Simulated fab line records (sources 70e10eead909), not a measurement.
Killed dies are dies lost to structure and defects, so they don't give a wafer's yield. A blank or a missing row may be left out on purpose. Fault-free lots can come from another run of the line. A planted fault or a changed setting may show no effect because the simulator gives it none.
Chamber matching || flow nand harc || NHARC_A_BLC_DESCUM_15 on rie diel-04: 4 sister chambers
The step chemistry O2, time 3 s. 16 wafers are shown with their chamber, then 8 later ones without.

WAFERS, EACH WITH ITS CHAMBER
{"wafer": "L445.1", "chamber": 3, "drypump motor current A (A)": 5.3, "oes product au (a.u.)": 1.005, "o2 flow sccm (sccm)": 199.8}
{"wafer": "L445.3", "chamber": 0, "drypump motor current A (A)": 6.0, "oes product au (a.u.)": 0.994, "o2 flow sccm (sccm)": 199.4}
{"wafer": "L445.6", "chamber": 2, "drypump motor current A (A)": 4.9, "oes product au (a.u.)": 1.015, "o2 flow sccm (sccm)": 201.4}
{"wafer": "L446.1", "chamber": 2, "drypump motor current A (A)": 4.9, "oes product au (a.u.)": 1.014, "o2 flow sccm (sccm)": 200.5}
{"wafer": "L446.2", "chamber": 3, "drypump motor current A (A)": 5.3, "oes product au (a.u.)": 0.991, "o2 flow sccm (sccm)": 199.3}
{"wafer": "L446.6", "chamber": 3, "drypump motor current A (A)": 5.3, "oes product au (a.u.)": 0.998, "o2 flow sccm (sccm)": 199.5}
{"wafer": "L449.1", "chamber": 0, "drypump motor current A (A)": 6.0, "oes product au (a.u.)": 0.989, "o2 flow sccm (sccm)": 199.6}
{"wafer": "L449.4", "chamber": 3, "drypump motor current A (A)": 5.3, "oes product au (a.u.)": 0.999, "o2 flow sccm (sccm)": 200.4}
{"wafer": "L449.6", "chamber": 2, "drypump motor current A (A)": 4.9, "oes product au (a.u.)": 1.010, "o2 flow sccm (sccm)": 200.0}
{"wafer": "L450.1", "chamber": 2, "drypump motor current A (A)": 4.9, "oes product au (a.u.)": 1.018, "o2 flow sccm (sccm)": 200.0}
{"wafer": "L450.2", "chamber": 0, "drypump motor current A (A)": 6.1, "oes product au (a.u.)": 1.004, "o2 flow sccm (sccm)": 199.6}
{"wafer": "L450.4", "chamber": 3, "drypump motor current A (A)": 5.4, "oes product au (a.u.)": 0.990, "o2 flow sccm (sccm)": 200.0}
{"wafer": "L457.1", "chamber": 2, "drypump motor current A (A)": 4.8, "oes product au (a.u.)": 1.007, "o2 flow sccm (sccm)": 200.1}
{"wafer": "L457.5", "chamber": 1, "drypump motor current A (A)": 5.3, "oes product au (a.u.)": 0.981, "o2 flow sccm (sccm)": 201.1}
{"wafer": "L457.6", "chamber": 0, "drypump motor current A (A)": 6.0, "oes product au (a.u.)": 1.010, "o2 flow sccm (sccm)": 199.9}
{"wafer": "L459.2", "chamber": 1, "drypump motor current A (A)": 5.2, "oes product au (a.u.)": 0.981, "o2 flow sccm (sccm)": 200.6}

SIGNATURES (means of the wafers above)
{"reading": "drypump motor current A", "chamber 0": 6.025, "chamber 1": 5.250, "chamber 2": 4.880, "chamber 3": 5.320, "scatter within a chamber": 0.0487}
{"reading": "oes product au", "chamber 0": 0.99925, "chamber 1": 0.98100, "chamber 2": 1.01280, "chamber 3": 0.99660, "scatter within a chamber": 0.00645}
{"reading": "o2 flow sccm", "chamber 0": 199.625, "chamber 1": 200.850, "chamber 2": 200.400, "chamber 3": 199.800, "scatter within a chamber": 0.448}
Rule: distance of a wafer from a chamber = root of the sum over the readings of ((wafer's reading minus chamber's mean) / reading's scatter) squared. If the next closest chamber is less than 2 further off than the closest, the wafer can't be placed; otherwise it belongs to the closest. The scatter: take each reading less its chamber's mean, square it, sum over the shown wafers, divide by the number of wafers less the number of chambers, and take the root.

WAFERS WITH NO CHAMBER GIVEN
{"wafer": "L459.5", "drypump motor current A (A)": 5.3, "oes product au (a.u.)": 1.020, "o2 flow sccm (sccm)": 200.5}
{"wafer": "L459.6", "drypump motor current A (A)": 4.8, "oes product au (a.u.)": 1.013, "o2 flow sccm (sccm)": 199.7}
{"wafer": "L463.1", "drypump motor current A (A)": 5.3, "oes product au (a.u.)": 1.017, "o2 flow sccm (sccm)": 199.6}
{"wafer": "L463.2", "drypump motor current A (A)": 4.8, "oes product au (a.u.)": 1.006, "o2 flow sccm (sccm)": 200.6}
{"wafer": "L463.6", "drypump motor current A (A)": 5.3, "oes product au (a.u.)": 1.020, "o2 flow sccm (sccm)": 199.4}
{"wafer": "L466.1", "drypump motor current A (A)": 5.2, "oes product au (a.u.)": 0.977, "o2 flow sccm (sccm)": 200.5}
{"wafer": "L466.4", "drypump motor current A (A)": 6.0, "oes product au (a.u.)": 0.994, "o2 flow sccm (sccm)": 200.3}
{"wafer": "L466.5", "drypump motor current A (A)": 4.9, "oes product au (a.u.)": 0.999, "o2 flow sccm (sccm)": 200.3}

EACH ONE'S CHAMBER
{"wafer": "L459.5", "from the rows above": 3, "in truth": 3}
{"wafer": "L459.6", "from the rows above": 2, "in truth": 2}
{"wafer": "L463.1", "from the rows above": 3, "in truth": 3}
{"wafer": "L463.2", "from the rows above": 2, "in truth": 2}
{"wafer": "L463.6", "from the rows above": 3, "in truth": 3}
{"wafer": "L466.1", "from the rows above": 1, "in truth": 1}
{"wafer": "L466.4", "from the rows above": 0, "in truth": 0}
{"wafer": "L466.5", "from the rows above": 2, "in truth": 2}
Placed correctly: 8 of 8. Can't be placed from these rows: 0. 0 placed wrongly.
